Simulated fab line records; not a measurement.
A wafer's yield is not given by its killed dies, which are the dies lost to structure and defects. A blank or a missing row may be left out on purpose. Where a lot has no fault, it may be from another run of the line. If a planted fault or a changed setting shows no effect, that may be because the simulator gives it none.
fab line records :: flow nand-harc
record:
  lots: 6
  wafers: 18
  last-day: 24
route steps=1159 shown A_ONON_D1@432 END@1159
lots with no fault: from the same line, run without faults
start-h: start of the lot's first displayed wafer, in hours after the record's first day :: wait-h: hours since the lot's step before :: " unchanged from the row above :: L1.1+2: several wafers, shown together as one row :: - no value present, or no start provided :: * or withheld: withheld :: < > ~ a bound
route shown NAME@n: names a module that has steps shown in the file, with the first one's number in the route :: usual: the fault-free wafers' mean and standard deviation :: same: alike in all rows :: chamber/n: place in a boat :: sites: each site's reading :: _std_site: how widely they spread, as a standard deviation :: _edge_site: outer sites' mean less inner sites' :: radius-mm: for every site, how far away it sits from the centre of the wafer :: mask NAME#n: copy n :: behind: the most recent tool/chamber to have shaped the wafer :: hold: reason for holding the lot/hours on hold/outcome of the hold :: device: names the non-switching transistor (n, p or np) :: end of line: at the end of the route, the tests of the same wafers :: a step with no rows: only its recipe :: killed: count of dies lost to structure and defects at first sort (not the wafer's yield) :: map: a wafer's dies, marking killed ones x, the rest . and places with no die _
set.NAME: the setting as run; set.NAME@STEP: as run at that earlier step :: model.NAME: the simulator's own value behind a step, which no gauge read
lots at selected steps of the route; one table per step, one row per wafer
services: a tool's chamber out of use, with start hour (start-h, from the record's first day; less than 0 if before it), hours out, and reason
== steps ==
step: NHARC_A_ONON_D1_DEP_12
recipe:
  target-thk-a: 10000
  n2-flow-sccm: 2750
  n2o-flow-sccm: 2000
  nh3-flow-sccm: 500
  sih4-flow-sccm: 210
  temp-c: 400
step: NHARC_A_ONON_D1_THK_MEAS_14
recipe:
  thk-meas-gauge: ellipsometry
usual:
  thk-nm: 1002/12
lot.wafer: L381.1
tool: film-metro-01
chamber: -
start-h: 175.25
wait-h: -
thk-nm: 987

lot.wafer: L381.3
tool: film-metro-01
chamber: -
start-h: 175.25
wait-h: -
thk-nm: 985

lot.wafer: L381.5
tool: film-metro-01
chamber: -
start-h: 175.25
wait-h: -
thk-nm: 985

lot.wafer: L383.2
tool: film-metro-01
chamber: -
start-h: 192.92
wait-h: -
thk-nm: 989

lot.wafer: L383.4
tool: film-metro-01
chamber: -
start-h: 192.92
wait-h: -
thk-nm: 988

lot.wafer: L383.5
tool: film-metro-01
chamber: -
start-h: 192.92
wait-h: -
thk-nm: 988

lot.wafer: L388.3
tool: film-metro-01
chamber: -
start-h: 215.94
wait-h: -
thk-nm: 1001

lot.wafer: L388.4
tool: film-metro-01
chamber: -
start-h: 215.94
wait-h: -
thk-nm: 1002

lot.wafer: L388.5
tool: film-metro-01
chamber: -
start-h: 215.94
wait-h: -
thk-nm: 1000

lot.wafer: L387.1
tool: film-metro-01
chamber: -
start-h: 215.95
wait-h: -
thk-nm: 1013

lot.wafer: L387.5
tool: film-metro-01
chamber: -
start-h: 215.95
wait-h: -
thk-nm: 1014

lot.wafer: L387.6
tool: film-metro-01
chamber: -
start-h: 215.95
wait-h: -
thk-nm: 1012

lot.wafer: L392.2
tool: film-metro-01
chamber: -
start-h: 248.62
wait-h: -
thk-nm: 1014

lot.wafer: L392.5
tool: film-metro-01
chamber: -
start-h: 248.62
wait-h: -
thk-nm: 1014

lot.wafer: L392.6
tool: film-metro-01
chamber: -
start-h: 248.62
wait-h: -
thk-nm: 1015

lot.wafer: L400.2
tool: film-metro-01
chamber: -
start-h: 286.95
wait-h: -
thk-nm: 1002

lot.wafer: L400.3
tool: film-metro-01
chamber: -
start-h: 286.95
wait-h: -
thk-nm: 1004

lot.wafer: L400.4
tool: film-metro-01
chamber: -
start-h: 286.95
wait-h: -
thk-nm: 1004
step: NHARC_A_ONON_D1_ANNEAL_15
recipe:
  temp-c: 750
  time-s: 3600
step: NHARC_A_ONON_D1_DEP_16
recipe:
  target-thk-a: 10000
  n2-flow-sccm: 2750
  n2o-flow-sccm: 2000
  nh3-flow-sccm: 500
  sih4-flow-sccm: 210
  temp-c: 400
step: NHARC_A_ONON_D1_THK_MEAS_18
recipe:
  thk-meas-gauge: ellipsometry
usual:
  thk-nm: 1001/11
lot.wafer: L381.1
tool: film-metro-01
chamber: -
start-h: 182.39
wait-h: -
thk-nm: 1005

lot.wafer: L381.3
tool: film-metro-01
chamber: -
start-h: 182.39
wait-h: -
thk-nm: 1005

lot.wafer: L381.5
tool: film-metro-01
chamber: -
start-h: 182.39
wait-h: -
thk-nm: 1006

lot.wafer: L383.2
tool: film-metro-01
chamber: -
start-h: 200.09
wait-h: -
thk-nm: 1019

lot.wafer: L383.4
tool: film-metro-01
chamber: -
start-h: 200.09
wait-h: -
thk-nm: 1020

lot.wafer: L383.5
tool: film-metro-01
chamber: -
start-h: 200.09
wait-h: -
thk-nm: 1020

lot.wafer: L388.3
tool: film-metro-01
chamber: -
start-h: 222.09
wait-h: -
thk-nm: 991

lot.wafer: L388.4
tool: film-metro-01
chamber: -
start-h: 222.09
wait-h: -
thk-nm: 989

lot.wafer: L388.5
tool: film-metro-01
chamber: -
start-h: 222.09
wait-h: -
thk-nm: 990

lot.wafer: L387.1
tool: film-metro-01
chamber: -
start-h: 222.09
wait-h: -
thk-nm: 994

lot.wafer: L387.5
tool: film-metro-01
chamber: -
start-h: 222.09
wait-h: -
thk-nm: 992

lot.wafer: L387.6
tool: film-metro-01
chamber: -
start-h: 222.09
wait-h: -
thk-nm: 993

lot.wafer: L392.2
tool: film-metro-01
chamber: -
start-h: 255.71
wait-h: -
thk-nm: 1014

lot.wafer: L392.5
tool: film-metro-01
chamber: -
start-h: 255.71
wait-h: -
thk-nm: 1015

lot.wafer: L392.6
tool: film-metro-01
chamber: -
start-h: 255.71
wait-h: -
thk-nm: 1013

lot.wafer: L400.2
tool: film-metro-01
chamber: -
start-h: 294.08
wait-h: -
thk-nm: 991

lot.wafer: L400.3
tool: film-metro-01
chamber: -
start-h: 294.08
wait-h: -
thk-nm: 993

lot.wafer: L400.4
tool: film-metro-01
chamber: -
start-h: 294.08
wait-h: -
thk-nm: 993
step: NHARC_A_ONON_D1_DEP_19
recipe:
  target-thk-a: 10000
  n2-flow-sccm: 2750
  n2o-flow-sccm: 2000
  nh3-flow-sccm: 500
  sih4-flow-sccm: 210
  temp-c: 400
step: NHARC_A_ONON_D1_THK_MEAS_21
recipe:
  thk-meas-gauge: ellipsometry
usual:
  thk-nm: 997/9.9
lot.wafer: L381.1
tool: film-metro-01
chamber: -
start-h: 182.95
wait-h: -
thk-nm: 999

lot.wafer: L381.3
tool: film-metro-01
chamber: -
start-h: 182.95
wait-h: -
thk-nm: 1001

lot.wafer: L381.5
tool: film-metro-01
chamber: -
start-h: 182.95
wait-h: -
thk-nm: 1000

lot.wafer: L383.2
tool: film-metro-01
chamber: -
start-h: 200.68
wait-h: -
thk-nm: 1002

lot.wafer: L383.4
tool: film-metro-01
chamber: -
start-h: 200.68
wait-h: -
thk-nm: 1004

lot.wafer: L383.5
tool: film-metro-01
chamber: -
start-h: 200.68
wait-h: -
thk-nm: 1002

lot.wafer: L388.3
tool: film-metro-01
chamber: -
start-h: 222.66
wait-h: -
thk-nm: 1010

lot.wafer: L388.4
tool: film-metro-01
chamber: -
start-h: 222.66
wait-h: -
thk-nm: 1009

lot.wafer: L388.5
tool: film-metro-01
chamber: -
start-h: 222.66
wait-h: -
thk-nm: 1011

lot.wafer: L387.1
tool: film-metro-01
chamber: -
start-h: 222.67
wait-h: -
thk-nm: 991

lot.wafer: L387.5
tool: film-metro-01
chamber: -
start-h: 222.67
wait-h: -
thk-nm: 991

lot.wafer: L387.6
tool: film-metro-01
chamber: -
start-h: 222.67
wait-h: -
thk-nm: 991

lot.wafer: L392.2
tool: film-metro-01
chamber: -
start-h: 256.27
wait-h: -
thk-nm: 999

lot.wafer: L392.5
tool: film-metro-01
chamber: -
start-h: 256.27
wait-h: -
thk-nm: 998

lot.wafer: L392.6
tool: film-metro-01
chamber: -
start-h: 256.27
wait-h: -
thk-nm: 997

lot.wafer: L400.2
tool: film-metro-01
chamber: -
start-h: 294.64
wait-h: -
thk-nm: 996

lot.wafer: L400.3
tool: film-metro-01
chamber: -
start-h: 294.64
wait-h: -
thk-nm: 998

lot.wafer: L400.4
tool: film-metro-01
chamber: -
start-h: 294.64
wait-h: -
thk-nm: 997
step: NHARC_A_ONON_D1_DEP_22
recipe:
  target-thk-a: 10000
  n2-flow-sccm: 2750
  n2o-flow-sccm: 2000
  nh3-flow-sccm: 500
  sih4-flow-sccm: 210
  temp-c: 400
step: NHARC_A_ONON_D1_THK_MEAS_24
recipe:
  thk-meas-gauge: ellipsometry
usual:
  thk-nm: 1002/11
lot.wafer: L381.1
tool: film-metro-01
chamber: -
start-h: 183.51
wait-h: -
thk-nm: 1000

lot.wafer: L381.3
tool: film-metro-01
chamber: -
start-h: 183.51
wait-h: -
thk-nm: 1000

lot.wafer: L381.5
tool: film-metro-01
chamber: -
start-h: 183.51
wait-h: -
thk-nm: 1002

lot.wafer: L383.2
tool: film-metro-01
chamber: -
start-h: 201.25
wait-h: -
thk-nm: 1009

lot.wafer: L383.4
tool: film-metro-01
chamber: -
start-h: 201.25
wait-h: -
thk-nm: 1008

lot.wafer: L383.5
tool: film-metro-01
chamber: -
start-h: 201.25
wait-h: -
thk-nm: 1011

lot.wafer: L388.3
tool: film-metro-01
chamber: -
start-h: 223.23
wait-h: -
thk-nm: 1009

lot.wafer: L388.4
tool: film-metro-01
chamber: -
start-h: 223.23
wait-h: -
thk-nm: 1012

lot.wafer: L388.5
tool: film-metro-01
chamber: -
start-h: 223.23
wait-h: -
thk-nm: 1009

lot.wafer: L387.1
tool: film-metro-01
chamber: -
start-h: 223.23
wait-h: -
thk-nm: 992

lot.wafer: L387.5
tool: film-metro-01
chamber: -
start-h: 223.23
wait-h: -
thk-nm: 990

lot.wafer: L387.6
tool: film-metro-01
chamber: -
start-h: 223.23
wait-h: -
thk-nm: 991

lot.wafer: L392.2
tool: film-metro-01
chamber: -
start-h: 256.84
wait-h: -
thk-nm: 984

lot.wafer: L392.5
tool: film-metro-01
chamber: -
start-h: 256.84
wait-h: -
thk-nm: 986

lot.wafer: L392.6
tool: film-metro-01
chamber: -
start-h: 256.84
wait-h: -
thk-nm: 986

lot.wafer: L400.2
tool: film-metro-01
chamber: -
start-h: 295.23
wait-h: -
thk-nm: 995

lot.wafer: L400.3
tool: film-metro-01
chamber: -
start-h: 295.23
wait-h: -
thk-nm: 994

lot.wafer: L400.4
tool: film-metro-01
chamber: -
start-h: 295.23
wait-h: -
thk-nm: 994
step: NHARC_A_ONON_D1_DEP_25
recipe:
  target-thk-a: 10000
  n2-flow-sccm: 2750
  n2o-flow-sccm: 2000
  nh3-flow-sccm: 500
  sih4-flow-sccm: 210
  temp-c: 400
step: NHARC_A_ONON_D1_THK_MEAS_27
recipe:
  thk-meas-gauge: ellipsometry
usual:
  thk-nm: 996/7.7
lot.wafer: L381.1
tool: film-metro-01
chamber: -
start-h: 184.08
wait-h: -
thk-nm: 993

lot.wafer: L381.3
tool: film-metro-01
chamber: -
start-h: 184.08
wait-h: -
thk-nm: 993

lot.wafer: L381.5
tool: film-metro-01
chamber: -
start-h: 184.08
wait-h: -
thk-nm: 993

lot.wafer: L383.2
tool: film-metro-01
chamber: -
start-h: 201.82
wait-h: -
thk-nm: 988

lot.wafer: L383.4
tool: film-metro-01
chamber: -
start-h: 201.82
wait-h: -
thk-nm: 988

lot.wafer: L383.5
tool: film-metro-01
chamber: -
start-h: 201.82
wait-h: -
thk-nm: 989

lot.wafer: L388.3
tool: film-metro-01
chamber: -
start-h: 223.79
wait-h: -
thk-nm: 1002

lot.wafer: L388.4
tool: film-metro-01
chamber: -
start-h: 223.79
wait-h: -
thk-nm: 1002

lot.wafer: L388.5
tool: film-metro-01
chamber: -
start-h: 223.79
wait-h: -
thk-nm: 1002

lot.wafer: L387.1
tool: film-metro-01
chamber: -
start-h: 223.82
wait-h: -
thk-nm: 994

lot.wafer: L387.5
tool: film-metro-01
chamber: -
start-h: 223.82
wait-h: -
thk-nm: 994

lot.wafer: L387.6
tool: film-metro-01
chamber: -
start-h: 223.82
wait-h: -
thk-nm: 995

lot.wafer: L392.2
tool: film-metro-01
chamber: -
start-h: 257.41
wait-h: -
thk-nm: 999

lot.wafer: L392.5
tool: film-metro-01
chamber: -
start-h: 257.41
wait-h: -
thk-nm: 999

lot.wafer: L392.6
tool: film-metro-01
chamber: -
start-h: 257.41
wait-h: -
thk-nm: 998

lot.wafer: L400.2
tool: film-metro-01
chamber: -
start-h: 295.80
wait-h: -
thk-nm: 995

lot.wafer: L400.3
tool: film-metro-01
chamber: -
start-h: 295.80
wait-h: -
thk-nm: 996

lot.wafer: L400.4
tool: film-metro-01
chamber: -
start-h: 295.80
wait-h: -
thk-nm: 997
step: NHARC_A_ONON_D1_DEP_28
recipe:
  target-thk-a: 10000
  n2-flow-sccm: 2750
  n2o-flow-sccm: 2000
  nh3-flow-sccm: 500
  sih4-flow-sccm: 210
  temp-c: 400
lot.wafer: L381.1+3+5
tool: pecvd-onon-03
chamber: 0
start-h: 184.14
wait-h: 0.1

lot.wafer: L383.2+4+5
tool: pecvd-onon-02
chamber: 0
start-h: 201.93
wait-h: 0.1

lot.wafer: L387.1+5+6
tool: pecvd-onon-02
chamber: 0
start-h: 223.87
wait-h: 0.1

lot.wafer: L388.3+4+5
tool: pecvd-onon-03
chamber: 0
start-h: 223.96
wait-h: 0.2

lot.wafer: L392.2+5+6
tool: pecvd-onon-02
chamber: 0
start-h: 257.52
wait-h: 0.1

lot.wafer: L400.2+3+4
tool: pecvd-onon-03
chamber: 0
start-h: 295.92
wait-h: 0.1
step: NHARC_A_ONON_D1_THK_MEAS_30
recipe:
  thk-meas-gauge: ellipsometry
usual:
  thk-nm: 1000/9.3
lot.wafer: L381.1
tool: film-metro-01
chamber: -
start-h: 184.65
wait-h: -
thk-nm: 986

lot.wafer: L381.3
tool: film-metro-01
chamber: -
start-h: 184.65
wait-h: -
thk-nm: 986

lot.wafer: L381.5
tool: film-metro-01
chamber: -
start-h: 184.65
wait-h: -
thk-nm: 987

lot.wafer: L383.2
tool: film-metro-01
chamber: -
start-h: 202.38
wait-h: -
thk-nm: 1011

lot.wafer: L383.4
tool: film-metro-01
chamber: -
start-h: 202.38
wait-h: -
thk-nm: 1011

lot.wafer: L383.5
tool: film-metro-01
chamber: -
start-h: 202.38
wait-h: -
thk-nm: 1012

lot.wafer: L388.3
tool: film-metro-01
chamber: -
start-h: 224.36
wait-h: -
thk-nm: 992

lot.wafer: L388.4
tool: film-metro-01
chamber: -
start-h: 224.36
wait-h: -
thk-nm: 994

lot.wafer: L388.5
tool: film-metro-01
chamber: -
start-h: 224.36
wait-h: -
thk-nm: 993

lot.wafer: L387.1
tool: film-metro-01
chamber: -
start-h: 224.39
wait-h: -
thk-nm: 1592

lot.wafer: L387.5
tool: film-metro-01
chamber: -
start-h: 224.39
wait-h: -
thk-nm: 1591

lot.wafer: L387.6
tool: film-metro-01
chamber: -
start-h: 224.39
wait-h: -
thk-nm: 1591

lot.wafer: L392.2
tool: film-metro-01
chamber: -
start-h: 258.00
wait-h: -
thk-nm: 1593

lot.wafer: L392.5
tool: film-metro-01
chamber: -
start-h: 258.00
wait-h: -
thk-nm: 1592

lot.wafer: L392.6
tool: film-metro-01
chamber: -
start-h: 258.00
wait-h: -
thk-nm: 1593

lot.wafer: L400.2
tool: film-metro-01
chamber: -
start-h: 296.37
wait-h: -
thk-nm: 997

lot.wafer: L400.3
tool: film-metro-01
chamber: -
start-h: 296.37
wait-h: -
thk-nm: 998

lot.wafer: L400.4
tool: film-metro-01
chamber: -
start-h: 296.37
wait-h: -
thk-nm: 995
step: NHARC_A_ONON_D1_DEP_33
recipe:
  target-thk-a: 2000
  temp-c: 400
  pressure-torr: 6.5
  rf-w: 900
  teos-flow-sccm: 161.4
  flow-sccm: 2650
  target-thk-nm: 200
  gas: O2
  material: SiO2
usual:
  heater-power-w: 575/79
  throttle-valve-pct: 16.2/0.51
lot.wafer: L381.3
tool: pecvd-03
chamber: 1
start-h: 184.71
wait-h: 0.1
heater-power-w: 651
throttle-valve-pct: 15.8

lot.wafer: L381.1
tool: pecvd-03
chamber: 2
start-h: 184.71
wait-h: 0.1
heater-power-w: 599
throttle-valve-pct: 16.4

lot.wafer: L381.5
tool: pecvd-03
chamber: 0
start-h: 184.71
wait-h: 0.1
heater-power-w: 566
throttle-valve-pct: 17.1

lot.wafer: L383.2
tool: pecvd-02
chamber: 0
start-h: 202.53
wait-h: 0.1
heater-power-w: 560
throttle-valve-pct: 16.2

lot.wafer: L383.5
tool: pecvd-02
chamber: 1
start-h: 202.53
wait-h: 0.1
heater-power-w: 590
throttle-valve-pct: 16.0

lot.wafer: L383.4
tool: pecvd-02
chamber: 2
start-h: 202.53
wait-h: 0.1
heater-power-w: 541
throttle-valve-pct: 15.6

lot.wafer: L388.3
tool: pecvd-03
chamber: 0
start-h: 224.41
wait-h: 0.1
heater-power-w: 537
throttle-valve-pct: 16.9

lot.wafer: L388.5
tool: pecvd-03
chamber: 0
start-h: 224.41
wait-h: 0.1
heater-power-w: 536
throttle-valve-pct: 17.0

lot.wafer: L388.4
tool: pecvd-03
chamber: 1
start-h: 224.41
wait-h: 0.1
heater-power-w: 523
throttle-valve-pct: 15.8

lot.wafer: L387.1
tool: pecvd-01
chamber: 2
start-h: 224.56
wait-h: 0.2
heater-power-w: 454
throttle-valve-pct: 16.5

lot.wafer: L387.6
tool: pecvd-01
chamber: 0
start-h: 224.56
wait-h: 0.2
heater-power-w: 594
throttle-valve-pct: 16.3

lot.wafer: L387.5
tool: pecvd-01
chamber: 2
start-h: 224.56
wait-h: 0.2
heater-power-w: 475
throttle-valve-pct: 16.6

lot.wafer: L392.2
tool: pecvd-01
chamber: 0
start-h: 258.10
wait-h: 0.1
heater-power-w: 560
throttle-valve-pct: 16.8

lot.wafer: L392.6
tool: pecvd-01
chamber: 2
start-h: 258.10
wait-h: 0.1
heater-power-w: 432
throttle-valve-pct: 16.2

lot.wafer: L392.5
tool: pecvd-01
chamber: 1
start-h: 258.10
wait-h: 0.1
heater-power-w: 563
throttle-valve-pct: 15.6

lot.wafer: L400.3
tool: pecvd-01
chamber: 0
start-h: 296.77
wait-h: 0.4
heater-power-w: 612
throttle-valve-pct: 16.4

lot.wafer: L400.2
tool: pecvd-01
chamber: 1
start-h: 296.77
wait-h: 0.4
heater-power-w: 597
throttle-valve-pct: 15.3

lot.wafer: L400.4
tool: pecvd-01
chamber: 0
start-h: 296.77
wait-h: 0.4
heater-power-w: 625
throttle-valve-pct: 16.4
step: NHARC_END_SORT_01
recipe:
  temp-c: 25
usual:
  killed-at-array: 24/8.7
  killed-at-other: 0.8/1.2
  killed-at-periphery: 3.6/2.3
  killed-dies: 28/8.9
  killed-open: 3.2/1.9
  killed-short: 2.0/1.6
same:
  gross-dies: 677
lot.wafer: L383.2
tool: prober-01
chamber: 0
start-h: 488.71
wait-h: 2.8
killed-at-array: 34
killed-at-other: 3
killed-at-periphery: 4
killed-dies: 41
killed-open: 2
killed-short: 3

lot.wafer: L383.4
tool: prober-01
chamber: 0
start-h: 490.29
wait-h: 3.4
killed-at-array: 30
killed-at-other: 0
killed-at-periphery: 2
killed-dies: 32
killed-open: 2
killed-short: 1

lot.wafer: L383.5
tool: prober-01
chamber: 0
start-h: 491.09
wait-h: 3.7
killed-at-array: 33
killed-at-other: 3
killed-at-periphery: 4
killed-dies: 40
killed-open: 4
killed-short: 2

lot.wafer: L387.1
tool: prober-02
chamber: 0
start-h: 518.16
wait-h: 2.5
killed-at-array: 672
killed-at-other: 3
killed-at-periphery: 2
killed-dies: 677
killed-open: 5
killed-short: 1

lot.wafer: L387.5
tool: prober-02
chamber: 0
start-h: 521.40
wait-h: 3.7
killed-at-array: 671
killed-at-other: 2
killed-at-periphery: 4
killed-dies: 677
killed-open: 3
killed-short: 1

lot.wafer: L387.6
tool: prober-02
chamber: 0
start-h: 522.21
wait-h: 4.1
killed-at-array: 675
killed-at-other: 0
killed-at-periphery: 2
killed-dies: 677
killed-open: 0
killed-short: 1

lot.wafer: L392.2
tool: prober-01
chamber: 0
start-h: 554.72
wait-h: 2.8
killed-at-array: 674
killed-at-other: 0
killed-at-periphery: 3
killed-dies: 677
killed-open: 3
killed-short: 1

lot.wafer: L392.5
tool: prober-01
chamber: 0
start-h: 557.08
wait-h: 3.6
killed-at-array: 676
killed-at-other: 0
killed-at-periphery: 1
killed-dies: 677
killed-open: 4
killed-short: 2

lot.wafer: L392.6
tool: prober-01
chamber: 0
start-h: 557.87
wait-h: 3.9
killed-at-array: 675
killed-at-other: 0
killed-at-periphery: 2
killed-dies: 677
killed-open: 8
killed-short: 0
killed by level:class
L383.2 A_SLIT:chamber-film-flake=13 A_STAIRCASE:chamber-film-flake=8 A_CHANNEL_HOLE_D1:chamber-film-flake=5 A_SGD_CUT:chamber-film-flake=4 THIN_TSV:chamber-film-flake=3 A_WL_FILL:geometric-particle:open=2 P_GATE:geometric-particle:short=1 A_SGD_CUT:geometric-particle:short=1
L383.4 A_SLIT:chamber-film-flake=9 A_SGD_CUT:chamber-film-flake=7 A_CHANNEL_HOLE_D1:chamber-film-flake=6 A_STAIRCASE:chamber-film-flake=5 P_M1:geometric-particle:open=1 A_CHANNEL_FILL_D1:geometric-particle:short=1 A_CONTACT:geometric-particle:open=1 P_STI:chamber-film-flake=1
L383.5 A_SLIT:chamber-film-flake=13 A_STAIRCASE:chamber-film-flake=9 A_SGD_CUT:chamber-film-flake=6 THIN_TSV:chamber-film-flake=3 P_M0:geometric-particle:open=2 P_CONTACT:geometric-particle:open=1 A_ONON_D1:geometric-particle:short=1 A_CHANNEL_FILL_D1:geometric-particle:open=1
L387.1 A_ONON_D1:area-dep=645 A_SLIT:chamber-film-flake=12 A_CHANNEL_HOLE_D1:chamber-film-flake=4 A_WL_FILL:chamber-film-flake=3 THIN_TSV:chamber-film-flake=3 A_CHANNEL_HOLE_D1:geometric-particle:open=2 A_BLC:geometric-particle:open=2 A_CONTACT:geometric-particle:open=1
L387.5 A_ONON_D1:area-dep=645 A_SLIT:chamber-film-flake=13 A_CHANNEL_HOLE_D1:chamber-film-flake=6 A_CONTACT:geometric-particle:open=2 P_STI:chamber-film-flake=2 A_WL_FILL:chamber-film-flake=2 A_CONTACT:chamber-film-flake=2 THIN_TSV:chamber-film-flake=2
L387.6 A_ONON_D1:area-dep=662 A_SLIT:chamber-film-flake=7 A_CONTACT:chamber-film-flake=3 A_BLC:geometric-particle:short=1 P_ZERO_WELL:chamber-film-flake=1 P_GATE:chamber-film-flake=1 A_SGD_CUT:chamber-film-flake=1 A_WL_FILL:chamber-film-flake=1
L392.2 A_ONON_D1:area-dep=636 A_CHANNEL_HOLE_D1:chamber-film-flake=17 A_SLIT:chamber-film-flake=14 A_CONTACT:chamber-film-flake=3 P_GATE:chamber-film-flake=2 A_ONON_D1:geometric-particle:short=1 A_CHANNEL_FILL_D1:geometric-particle:open=1 A_SGD_CUT:geometric-particle:open=1
L392.5 A_ONON_D1:area-dep=629 A_SLIT:chamber-film-flake=19 A_CHANNEL_HOLE_D1:chamber-film-flake=17 A_CONTACT:chamber-film-flake=4 P_M0:geometric-particle:open=1 A_CHANNEL_HOLE_D1:geometric-particle:short=1 A_CHANNEL_FILL_D1:geometric-particle:open=1 A_WL_FILL:geometric-particle:open=1
L392.6 A_ONON_D1:area-dep=637 A_SLIT:chamber-film-flake=15 A_CHANNEL_HOLE_D1:chamber-film-flake=12 A_CONTACT:chamber-film-flake=4 A_ONON_D1:geometric-particle:open=2 A_CONTACT:geometric-particle:open=2 P_M0:geometric-particle:open=1 P_M1:geometric-particle:open=1
map L387.1 (x killed, . not)
____________x____________
_________xxxxxxx_________
_______xxxxxxxxxxx_______
______xxxxxxxxxxxxx______
_____xxxxxxxxxxxxxxx_____
____xxxxxxxxxxxxxxxxx____
____xxxxxxxxxxxxxxxxx____
___xxxxxxxxxxxxxxxxxxx___
___xxxxxxxxxxxxxxxxxxx___
__xxxxxxxxxxxxxxxxxxxxx__
__xxxxxxxxxxxxxxxxxxxxx__
_xxxxxxxxxxxxxxxxxxxxxxx_
_xxxxxxxxxxxxxxxxxxxxxxx_
_xxxxxxxxxxxxxxxxxxxxxxx_
_xxxxxxxxxxxxxxxxxxxxxxx_
_xxxxxxxxxxxxxxxxxxxxxxx_
xxxxxxxxxxxxxxxxxxxxxxxxx
xxxxxxxxxxxxxxxxxxxxxxxxx
xxxxxxxxxxxxxxxxxxxxxxxxx
xxxxxxxxxxxxxxxxxxxxxxxxx
xxxxxxxxxxxxxxxxxxxxxxxxx
_xxxxxxxxxxxxxxxxxxxxxxx_
_xxxxxxxxxxxxxxxxxxxxxxx_
_xxxxxxxxxxxxxxxxxxxxxxx_
_xxxxxxxxxxxxxxxxxxxxxxx_
_xxxxxxxxxxxxxxxxxxxxxxx_
__xxxxxxxxxxxxxxxxxxxxx__
__xxxxxxxxxxxxxxxxxxxxx__
___xxxxxxxxxxxxxxxxxxx___
___xxxxxxxxxxxxxxxxxxx___
____xxxxxxxxxxxxxxxxx____
____xxxxxxxxxxxxxxxxx____
_____xxxxxxxxxxxxxxx_____
______xxxxxxxxxxxxx______
_______xxxxxxxxxxx_______
_________xxxxxxx_________
____________x____________
map L392.2 (x killed, . not)
____________x____________
_________xxxxxxx_________
_______xxxxxxxxxxx_______
______xxxxxxxxxxxxx______
_____xxxxxxxxxxxxxxx_____
____xxxxxxxxxxxxxxxxx____
____xxxxxxxxxxxxxxxxx____
___xxxxxxxxxxxxxxxxxxx___
___xxxxxxxxxxxxxxxxxxx___
__xxxxxxxxxxxxxxxxxxxxx__
__xxxxxxxxxxxxxxxxxxxxx__
_xxxxxxxxxxxxxxxxxxxxxxx_
_xxxxxxxxxxxxxxxxxxxxxxx_
_xxxxxxxxxxxxxxxxxxxxxxx_
_xxxxxxxxxxxxxxxxxxxxxxx_
_xxxxxxxxxxxxxxxxxxxxxxx_
xxxxxxxxxxxxxxxxxxxxxxxxx
xxxxxxxxxxxxxxxxxxxxxxxxx
xxxxxxxxxxxxxxxxxxxxxxxxx
xxxxxxxxxxxxxxxxxxxxxxxxx
xxxxxxxxxxxxxxxxxxxxxxxxx
_xxxxxxxxxxxxxxxxxxxxxxx_
_xxxxxxxxxxxxxxxxxxxxxxx_
_xxxxxxxxxxxxxxxxxxxxxxx_
_xxxxxxxxxxxxxxxxxxxxxxx_
_xxxxxxxxxxxxxxxxxxxxxxx_
__xxxxxxxxxxxxxxxxxxxxx__
__xxxxxxxxxxxxxxxxxxxxx__
___xxxxxxxxxxxxxxxxxxx___
___xxxxxxxxxxxxxxxxxxx___
____xxxxxxxxxxxxxxxxx____
____xxxxxxxxxxxxxxxxx____
_____xxxxxxxxxxxxxxx_____
______xxxxxxxxxxxxx______
_______xxxxxxxxxxx_______
_________xxxxxxx_________
____________x____________
== services ==
tool: pecvd-02
chamber: 0
start-h: 166.11
hours: -
kind: clean

tool: pecvd-02
chamber: 1
start-h: 166.11
hours: -
kind: clean

tool: pecvd-02
chamber: 2
start-h: 166.11
hours: -
kind: clean

tool: pecvd-02
chamber: 1
start-h: 169.26
hours: 6.8
kind: repair

tool: pecvd-01
chamber: -
start-h: 237.32
hours: 13.0
kind: pm

tool: pecvd-01
chamber: 0
start-h: 237.32
hours: 13.0
kind: vent-cycle

tool: pecvd-01
chamber: 1
start-h: 237.32
hours: 13.0
kind: vent-cycle

tool: pecvd-01
chamber: 2
start-h: 237.32
hours: 13.0
kind: vent-cycle

tool: pecvd-02
chamber: -
start-h: 248.97
hours: 0.4
kind: repair

tool: pecvd-01
chamber: 0
start-h: 250.32
hours: -
kind: clean

tool: pecvd-01
chamber: 1
start-h: 250.32
hours: -
kind: clean

tool: pecvd-01
chamber: 2
start-h: 250.32
hours: -
kind: clean

tool: pecvd-03
chamber: -
start-h: 260.87
hours: 1.9
kind: repair

tool: pecvd-onon-02
chamber: -
start-h: 292.00
hours: 13.0
kind: pm

tool: pecvd-03
chamber: -
start-h: 292.08
hours: 13.0
kind: pm

tool: pecvd-03
chamber: 0
start-h: 292.08
hours: 13.0
kind: vent-cycle

tool: pecvd-03
chamber: 1
start-h: 292.08
hours: 13.0
kind: vent-cycle

tool: pecvd-03
chamber: 2
start-h: 292.08
hours: 13.0
kind: vent-cycle
== key ==
first-sign:
  step: NHARC_A_ONON_D1_THK_MEAS_30
  reading: thk-nm
  direction: up
  sigmas: 63
  usual: 1000
  struck: 1592
effect:
  step: NHARC_END_SORT_01
  reading: killed-at-array
  direction: up
  sigmas: 74
  usual: 24
  struck: 674
more-kills-born-at:
  NHARC_A_ONON_D1_DEP_28@pecvd-onon-02: 3854
met-at NHARC_A_ONON_D1_DEP_28
struck-wafers L387.1,L387.5,L387.6,L392.2,L392.5,L392.6
later-rows-left-out L387.1,L387.5,L387.6,L392.2,L392.5,L392.6
tester-left-out L387,L392
onset-between 201.93 223.87
fault:
  kind: process-parameter-drift
  tool: pecvd-onon-02
  chamber: 0
  onset-h: 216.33
  steps: NHARC_A_ONON_D1_DEP_28
  channel: target-thk-a
  offset: *
  shape: step
  end-h: 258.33
  acts-in: *
  stated: *
tester-left-out: of these lots the tester's yield and bins aren't shown, on N5 and GAA mostly nor the transistor test; their killed dies are dies lost to structure and defects alone, not to doping, threshold or leakage, so they don't give the yield
later-rows-left-out: the simulator's readings of these wafers behind a module that went badly wrong aren't trusted and aren't shown, but for the sort
